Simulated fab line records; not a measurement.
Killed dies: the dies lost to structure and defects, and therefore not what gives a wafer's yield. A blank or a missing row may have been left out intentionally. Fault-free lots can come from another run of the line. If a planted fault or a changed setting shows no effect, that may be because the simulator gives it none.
fab line records	flow nand_harc
[record] lots = 13	wafers = 39	last_day = 33
route steps=1302 shown A_CHANNEL_FILL_D2@610 END@1302
lots that met no fault: from a run of the same line without faults
start_h: the number of hours between the record's first day and the start of the first shown wafer of the lot	wait_h: hours since the lot's step before	" repeats the value in the row above	L1.1+2: several wafers, shown together as one row	- no value, or no start given	* or withheld: withheld	< > ~ a bound
route shown NAME@n: names a module that has steps shown in the file, with the first one's number in the route	usual: mean and standard deviation over wafers with no fault	same: alike in all rows	chamber/n: place in a boat	sites: each site's reading	_std_site: how widely they spread, as a standard deviation	_edge_site: outer sites' mean less inner sites'	radius_mm: how far each site lies from the wafer's centre	mask NAME#n: copy n	behind: tool/chamber where the wafer was last shaped	hold: why the lot was held/for how many hours/how that ended	device: names the non-switching transistor (n, p or np)	end of line: tests run on the same wafers once the route is complete	a step given without rows: its recipe and nothing more	killed: at the first sort, the dies lost to defects and structure; wafer yield is something else	map: a wafer's dies, x killed, . not, _ none there
set.NAME: setting as actually run; set.NAME@STEP: the setting as run at that earlier step	model.NAME: the simulator's own value behind a step, which no gauge read
one table for each step of the route and one row for each wafer, over a sample of lots
services: a tool's chamber out of use, with start hour (start_h, from the record's first day; less than 0 if before it), hours out, and reason
[[steps]]
[step NHARC_A_CHANNEL_FILL_D2_PRECLEAN_00]
[recipe] time_s = *	temp_c = 50	bath_age_min = 0	chemistry = SC1
[usual] bath_age_min = 0/0	bath_guard_temp_C = 50.1/0.47	nh4oh_flow_mL_min = 28.31/0.098
lot.wafer	tool	chamber	start_h	wait_h	bath_age_min	bath_guard_temp_C	nh4oh_flow_mL_min
L896.6	wet_bench-04	6	306.12	0.1	0	49.5	28.24
L896.5	"	1	"	"	0	49.9	28.39
L896.1	"	3	"	"	0	50.3	28.25
L899.1	wet_bench-06	3	333.63	0.1	0	49.3	28.36
L899.4	"	6	"	"	0	50.7	28.36
L899.6	"	7	"	"	0	49.8	28.18
L898.5	wet_bench-04	4	335.64	0.1	0	50.4	28.30
L898.3	"	5	"	"	0	50.4	28.34
L898.6	"	0	"	"	0	50.6	28.38
L901.2	wet_bench-02	0	344.78	0.1	0	50.4	28.31
L901.5	"	3	"	"	0	49.8	28.25
L901.1	"	5	"	"	0	49.1	28.27
L905.5	wet_bench-06	6	393.01	0.0	0	50.4	28.36
L905.1	"	2	"	"	0	49.9	28.40
L905.2	"	3	"	"	0	49.5	28.32
L906.6	wet_bench-02	0	404.70	0.1	-	-	-
L906.2	"	2	"	"	-	-	-
L906.3	"	4	"	"	-	-	-
L907.6	wet_bench-02	0	413.83	0.1	-	-	-
L907.5	"	3	"	"	-	-	-
L907.4	"	4	"	"	-	-	-
L914.6	wet_bench-06	2	479.73	0.0	0	50.5	28.32
L914.3	"	3	"	"	0	49.1	28.09
L914.4	"	7	"	"	0	49.7	28.39
L915.3	wet_bench-02	1	494.80	0.1	0	49.9	28.39
L915.1	"	3	"	"	0	50.7	28.15
L915.2	"	4	"	"	0	50.6	28.30
L916.6	wet_bench-04	7	511.09	0.1	0	50.1	28.55
L916.5	"	0	"	"	0	50.4	28.51
L916.4	"	3	"	"	0	50.8	28.32
L917.1	wet_bench-06	7	514.17	0.1	0	49.6	28.38
L917.4	"	0	"	"	0	50.4	28.38
L917.2	"	3	"	"	0	49.5	28.30
L918.3	wet_bench-04	7	530.49	0.1	0	50.2	28.28
L918.5	"	1	"	"	0	49.6	28.46
L918.4	"	3	"	"	0	50.7	28.33
L919.6	wet_bench-06	1	533.46	0.0	0	50.7	28.30
L919.5	"	3	"	"	0	49.5	28.27
L919.4	"	6	"	"	0	50.7	28.41
[step NHARC_A_CHANNEL_FILL_D2_ALD_03]
[recipe] target_thk_a = 60	pulse_time_s = 60	ald_cycles = 58	temp_c = 630	pressure_torr = 2	material = SiNx
[usual] precursor_pulse_height_rel = 1.001/0.021
[same] ald_cycles = 58
lot.wafer	tool	chamber	start_h	wait_h	precursor_pulse_height_rel
L896.1	ald_sin_batch-03	0	-	-	1.018
L896.5	"	0	"	"	1.034
L896.6	"	0	"	"	1.042
L898.3	ald_sin_batch-02	0	-	-	0.984
L898.5	"	0	"	"	0.994
L898.6	"	0	"	"	0.944
L899.1	ald_sin_batch-02	0	-	-	0.990
L899.4	"	0	"	"	1.032
L899.6	"	0	"	"	0.986
L901.1	ald_sin_batch-01	0	-	-	0.981
L901.2	"	0	"	"	0.984
L901.5	"	0	"	"	0.984
L905.1	ald_sin_batch-03	0	-	-	0.990
L905.2	"	0	"	"	1.030
L905.5	"	0	"	"	1.000
L906.2	ald_sin_batch-01	0	-	-	0.966
L906.3	"	0	"	"	0.975
L906.6	"	0	"	"	0.991
L907.4	ald_sin_batch-03	0	-	-	0.997
L907.5	"	0	"	"	0.989
L907.6	"	0	"	"	0.992
L914.3	ald_sin_batch-02	0	-	-	1.014
L914.4	"	0	"	"	0.987
L914.6	"	0	"	"	1.012
L915.1	ald_sin_batch-01	0	-	-	0.995
L915.2	"	0	"	"	1.000
L915.3	"	0	"	"	0.993
L916.4	ald_sin_batch-03	0	-	-	0.975
L916.5	"	0	"	"	0.963
L916.6	"	0	"	"	0.996
L917.1	ald_sin_batch-02	0	-	-	1.004
L917.2	"	0	"	"	1.020
L917.4	"	0	"	"	0.979
L918.3	ald_sin_batch-03	0	-	-	0.998
L918.4	"	0	"	"	1.001
L918.5	"	0	"	"	1.001
L919.4	ald_sin_batch-03	0	-	-	0.977
L919.5	"	0	"	"	0.936
L919.6	"	0	"	"	0.988
[step NHARC_A_CHANNEL_FILL_D2_ALD_15]
[recipe] target_thk_a = 20	pulse_time_s = 60	ald_cycles = 19	temp_c = 630	pressure_torr = 2	material = SiNx
[usual] precursor_pulse_height_rel = 1.000/0.019
[same] ald_cycles = 19
lot.wafer	tool	chamber	start_h	wait_h	precursor_pulse_height_rel
L896.1	ald_sin_batch-01	0	-	-	1.016
L896.5	"	0	"	"	0.993
L896.6	"	0	"	"	0.980
L898.3	ald_sin_batch-02	0	-	-	1.001
L898.5	"	0	"	"	0.989
L898.6	"	0	"	"	0.991
L899.1	ald_sin_batch-02	0	-	-	1.008
L899.4	"	0	"	"	0.974
L899.6	"	0	"	"	0.990
L901.1	ald_sin_batch-02	0	355.06	2.9	1.025
L901.2	"	0	"	"	0.996
L901.5	"	0	"	"	1.015
L905.1	ald_sin_batch-01	0	-	-	1.042
L905.2	"	0	"	"	0.983
L905.5	"	0	"	"	1.039
L906.2	ald_sin_batch-01	0	-	-	0.995
L906.3	"	0	"	"	0.979
L906.6	"	0	"	"	0.997
L907.4	ald_sin_batch-02	0	-	-	1.009
L907.5	"	0	"	"	1.030
L907.6	"	0	"	"	1.041
L914.3	ald_sin_batch-03	0	-	-	1.013
L914.4	"	0	"	"	1.023
L914.6	"	0	"	"	0.993
L915.1	ald_sin_batch-02	0	505.27	3.1	1.020
L915.2	"	0	"	"	1.002
L915.3	"	0	"	"	1.014
L916.4	ald_sin_batch-03	0	-	-	1.029
L916.5	"	0	"	"	0.995
L916.6	"	0	"	"	1.008
L917.1	ald_sin_batch-03	0	-	-	0.994
L917.2	"	0	"	"	1.026
L917.4	"	0	"	"	1.017
L918.3	ald_sin_batch-02	0	-	-	0.997
L918.4	"	0	"	"	0.970
L918.5	"	0	"	"	1.013
L919.4	ald_sin_batch-02	0	-	-	1.016
L919.5	"	0	"	"	1.008
L919.6	"	0	"	"	0.988
[step NHARC_A_CHANNEL_FILL_D2_ETCHBACK_20]
[recipe] target_depth_a = 270	time_s = 13.5	c4f8_flow_sccm = withheld	o2_flow_sccm = 8	ar_flow_sccm = withheld	rf_w = 600	bias_w = 1500	chemistry = C4F8/O2/Ar
[usual] bias_w = 1499/4.7	oes_product_au = 0.987/0.023	rf_vpp_V = 975/4.6
lot.wafer	tool	chamber	start_h	wait_h	bias_w	oes_product_au	rf_hours_counter_h	rf_vpp_V
L896.1	rie_diel-13	3	329.18	-	1504	0.978	3	975
L896.6	"	0	"	"	1497	0.989	-	971
L896.5	"	1	"	"	1502	0.993	-	970
L899.4	rie_diel-13	3	357.81	-	1510	1.002	0	974
L899.1	"	0	"	"	1504	0.998	0	970
L899.6	"	3	"	"	1507	1.014	-	974
L898.3	rie_diel-12	3	357.83	-	1505	0.917	2	975
L898.5	"	1	"	"	1500	0.919	-	982
L898.6	"	2	"	"	1504	0.920	-	979
L901.2	rie_diel-10	0	369.09	-	1494	1.003	22	986
L901.1	"	2	"	"	1502	0.990	22	970
L901.5	"	2	"	"	1496	0.989	-	971
L905.2	rie_diel-13	3	418.33	-	1501	0.994	2	975
L905.1	"	0	"	"	1500	0.978	2	970
L905.5	"	2	"	"	1502	0.989	-	970
L906.2	rie_diel-13	2	432.08	-	1498	0.989	2	971
L906.3	"	3	"	"	1492	0.988	3	975
L906.6	"	0	"	"	1498	0.992	-	970
L907.4	rie_diel-12	2	437.73	-	1493	0.992	5	979
L907.6	"	2	"	"	1495	0.986	-	978
L907.5	"	3	"	"	1499	0.994	-	975
L914.3	rie_diel-12	0	507.67	-	1505	0.991	1	972
L914.4	"	1	"	"	1497	0.988	1	981
L914.6	"	2	"	"	1500	1.004	-	978
L915.1	rie_diel-12	2	519.58	-	1500	1.006	2	980
L915.3	"	3	"	"	1502	1.004	2	976
L915.2	"	1	"	"	1499	1.006	2	984
L916.4	rie_diel-12	1	535.62	-	1501	1.009	2	980
L916.6	"	1	"	"	1499	1.005	-	982
L916.5	"	2	"	"	1497	0.997	-	978
L917.2	rie_diel-12	0	538.92	-	1502	1.003	2	972
L917.1	"	2	"	"	1505	1.004	2	979
L917.4	"	3	"	"	1502	1.013	2	977
L919.4	rie_diel-13	3	555.22	-	1496	0.987	1	975
L919.5	"	2	"	"	1498	0.998	-	970
L919.6	"	3	"	"	1493	0.998	-	975
L918.4	rie_diel-12	0	555.22	-	1503	0.962	3	972
L918.3	"	1	"	"	1492	0.971	3	984
L918.5	"	3	"	"	1504	0.979	-	975
[step NHARC_END_SORT_01]
[recipe] temp_c = 25
[usual] killed_at_array = 50/20	killed_at_other = 1.2/1.5	killed_at_periphery = 3.6/2.6	killed_dies = 55/20	killed_open = 3.4/2	killed_short = 2.7/1.6
[same] gross_dies = 677
lot.wafer	tool	chamber	start_h	wait_h	killed_at_array	killed_at_other	killed_at_periphery	killed_dies	killed_open	killed_short
L906.2	prober-02	0	665.18	2.9	41	0	4	45	3	3
L906.3	prober-02	0	666.00	3.2	40	0	2	42	3	2
L906.6	prober-02	0	668.45	4.1	50	2	2	54	3	4
L914.3	prober-02	0	746.63	3.1	64	0	0	64	5	3
L914.4	prober-02	0	747.43	3.4	51	0	2	53	5	3
L914.6	prober-02	0	749.03	4.0	52	0	1	53	2	3
L917.1	prober-01	0	761.73	2.5	24	3	3	30	4	3
L917.2	prober-01	0	762.53	2.8	19	2	2	23	5	0
L917.4	prober-01	0	764.13	3.4	23	1	3	27	4	1
L916.4	prober-02	0	774.88	3.4	69	4	4	77	1	3
L916.5	prober-02	0	775.68	3.7	31	3	4	38	4	3
L916.6	prober-02	0	776.48	4.0	66	1	7	74	2	3
L918.3	prober-01	0	782.35	3.1	52	0	6	58	3	4
L918.4	prober-01	0	783.15	3.4	37	1	8	46	6	0
L918.5	prober-01	0	783.95	3.7	55	0	2	57	2	1
// killed by level:class
L906.2 A_CHANNEL_HOLE_D1:chamber_film_flake=35 P_CONTACT:geometric_particle:open=2 P_M1:geometric_particle:short=1 A_CHANNEL_HOLE_D1:geometric_particle:short=1 A_ONON_D2:geometric_particle:short=1 A_M0:geometric_particle:open=1 P_STI:chamber_film_flake=1 A_SLIT:chamber_film_flake=1
L906.3 A_CHANNEL_HOLE_D1:chamber_film_flake=33 A_CONTACT:chamber_film_flake=2 P_M0:geometric_particle:open=1 A_CHANNEL_HOLE_D1:geometric_particle:open=1 A_CHANNEL_FILL_D1:geometric_particle:open=1 A_CHANNEL_FILL_D1:geometric_particle:short=1 A_M0:geometric_particle:short=1 P_GATE:chamber_film_flake=1
L906.6 A_CHANNEL_HOLE_D1:chamber_film_flake=40 A_ZERO_WELL:chamber_film_flake=2 A_SLIT:chamber_film_flake=2 THIN_TSV:chamber_film_flake=2 P_GATE:geometric_particle:short=1 P_CONTACT:geometric_particle:open=1 A_SOURCE_PLATE:geometric_particle:open=1 A_ONON_D1:geometric_particle:short=1
L914.3 A_CHANNEL_HOLE_D1:chamber_film_flake=36 A_CONTACT:chamber_film_flake=7 A_SLIT:chamber_film_flake=5 A_STAIRCASE:chamber_film_flake=4 A_CHANNEL_FILL_D2:geometric_particle:open=3 A_WL_FILL:chamber_film_flake=3 A_SGD_CUT:geometric_particle:short=2 A_ONON_D2:geometric_particle:short=1
L914.4 A_CHANNEL_HOLE_D1:chamber_film_flake=29 A_CONTACT:chamber_film_flake=7 A_SLIT:chamber_film_flake=5 A_STAIRCASE:chamber_film_flake=2 P_M0:geometric_particle:short=1 A_ONON_D1:geometric_particle:open=1 A_CHANNEL_HOLE_D2:geometric_particle:short=1 A_CHANNEL_FILL_D2:geometric_particle:open=1
L914.6 A_CHANNEL_HOLE_D1:chamber_film_flake=33 A_CONTACT:chamber_film_flake=8 A_ONON_D2:geometric_particle:short=2 A_STAIRCASE:chamber_film_flake=2 A_SLIT:chamber_film_flake=2 A_SOURCE_PLATE:geometric_particle:open=1 A_SGD_CUT:geometric_particle:short=1 A_M0:geometric_particle:open=1
L917.1 A_STAIRCASE:chamber_film_flake=7 A_SLIT:chamber_film_flake=6 THIN_TSV:chamber_film_flake=3 A_CONTACT:chamber_film_flake=2 P_GATE:geometric_particle:open=1 P_M0:geometric_particle:open=1 P_M1:geometric_particle:open=1 A_CHANNEL_FILL_D1:geometric_particle:short=1
L917.2 A_STAIRCASE:chamber_film_flake=7 A_SLIT:chamber_film_flake=5 A_BLC:geometric_particle:open=2 P_GATE:chamber_film_flake=2 A_DECK1_JOINT:chamber_film_flake=2 A_CHANNEL_FILL_D1:geometric_particle:open=1 A_CONTACT:geometric_particle:open=1 STARTING-WAFER:geometric_particle:open=1
L917.4 A_STAIRCASE:chamber_film_flake=7 A_SLIT:chamber_film_flake=4 A_CHANNEL_HOLE_D2:chamber_film_flake=2 A_ONON_D2:geometric_particle:open=1 A_ONON_D2:geometric_particle:short=1 A_CONTACT:geometric_particle:open=1 A_BLC:geometric_particle:open=1 A_M0:geometric_particle:open=1
L916.4 A_SLIT:chamber_film_flake=27 A_CHANNEL_HOLE_D2:chamber_film_flake=20 A_CHANNEL_HOLE_D1:chamber_film_flake=7 A_CONTACT:chamber_film_flake=7 THIN_TSV:chamber_film_flake=4 A_SGD_CUT:geometric_particle:short=2 P_ZERO_WELL:chamber_film_flake=2 A_STAIRCASE:chamber_film_flake=2
L916.5 A_CONTACT:chamber_film_flake=7 A_SLIT:chamber_film_flake=7 A_CHANNEL_HOLE_D2:chamber_film_flake=6 A_STAIRCASE:chamber_film_flake=3 THIN_TSV:chamber_film_flake=3 A_CHANNEL_HOLE_D1:chamber_film_flake=2 P_CONTACT:geometric_particle:open=1 P_CONTACT:geometric_particle:short=1
L916.6 A_SLIT:chamber_film_flake=20 A_CHANNEL_HOLE_D2:chamber_film_flake=19 A_CHANNEL_HOLE_D1:chamber_film_flake=10 A_STAIRCASE:chamber_film_flake=7 A_CONTACT:chamber_film_flake=6 P_ZERO_WELL:chamber_film_flake=4 P_M0:geometric_particle:short=1 P_M2:geometric_particle:open=1
L918.3 A_CHANNEL_HOLE_D1:chamber_film_flake=17 A_SLIT:chamber_film_flake=9 A_STAIRCASE:chamber_film_flake=7 A_CONTACT:chamber_film_flake=7 P_BONDPAD:chamber_film_flake=4 A_SGD_CUT:chamber_film_flake=3 A_CHANNEL_FILL_D1:chamber_film_flake=2 P_CONTACT:geometric_particle:open=1
L918.4 A_SLIT:chamber_film_flake=9 A_STAIRCASE:chamber_film_flake=8 A_CHANNEL_HOLE_D1:chamber_film_flake=6 P_BONDPAD:chamber_film_flake=5 A_CONTACT:chamber_film_flake=4 A_DECK1_JOINT:chamber_film_flake=3 A_M1:geometric_particle:open=2 P_GATE:chamber_film_flake=2
L918.5 A_CHANNEL_HOLE_D1:chamber_film_flake=19 A_SGD_CUT:chamber_film_flake=9 A_SLIT:chamber_film_flake=9 A_CONTACT:chamber_film_flake=7 A_STAIRCASE:chamber_film_flake=6 A_WL_FILL:chamber_film_flake=2 P_CONTACT:geometric_particle:open=1 A_CHANNEL_HOLE_D2:geometric_particle:short=1
[[services]]
tool	chamber	start_h	hours	kind
wet_bench-04	-	296.39	3.1	repair
rie_diel-12	0	301.92	-	clean
rie_diel-12	1	301.92	-	clean
rie_diel-12	2	301.92	-	clean
rie_diel-12	3	313.86	5.0	repair
rie_diel-13	-	342.00	9.0	pm
rie_diel-12	1	360.75	5.7	repair
rie_diel-10	1	364.05	13.9	repair
wet_bench-06	-	369.60	8.0	pm
rie_diel-10	0	370.82	8.7	repair
rie_diel-12	1	401.38	16.1	repair
wet_bench-04	-	403.20	8.0	pm
rie_diel-10	-	419.59	9.0	pm
wet_bench-02	-	420.00	8.0	pm
rie_diel-13	0	443.35	5.9	repair
rie_diel-12	-	445.42	9.0	pm
rie_diel-13	-	447.27	0.5	repair
rie_diel-13	0	482.89	18.1	repair
rie_diel-12	0	486.85	2.8	repair
ald_sin_batch-01	-	507.91	26.0	pm
rie_diel-13	-	519.00	9.0	pm
rie_diel-13	0	535.53	1.3	repair
rie_diel-12	2	545.47	1.6	repair
wet_bench-06	-	545.60	8.0	pm
[[key]]
[first_sign] step = NHARC_A_CHANNEL_FILL_D2_PRECLEAN_00	reading = tool_record	direction = missing
effect none on later readings
met_at NHARC_A_CHANNEL_FILL_D2_PRECLEAN_00
struck_lots L906,L907
tester_left_out L906,L907
not_acting_at NHARC_A_CHANNEL_FILL_D2_ALD_03,NHARC_A_CHANNEL_FILL_D2_ALD_15,NHARC_A_CHANNEL_FILL_D2_ETCHBACK_20
onset_between 344.78 404.70
[fault] kind = skipped_step_whole	tool = wet_bench-02	chamber = -	onset_h = 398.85	steps = NHARC_A_CHANNEL_FILL_D2_PRECLEAN_00	scope = struck_lots_only
// tester_left_out: of these lots the tester's yield and bins aren't shown, on N5 and GAA mostly nor the transistor test; their killed dies are dies lost to structure and defects alone, not to doping, threshold or leakage, so they don't give the yield
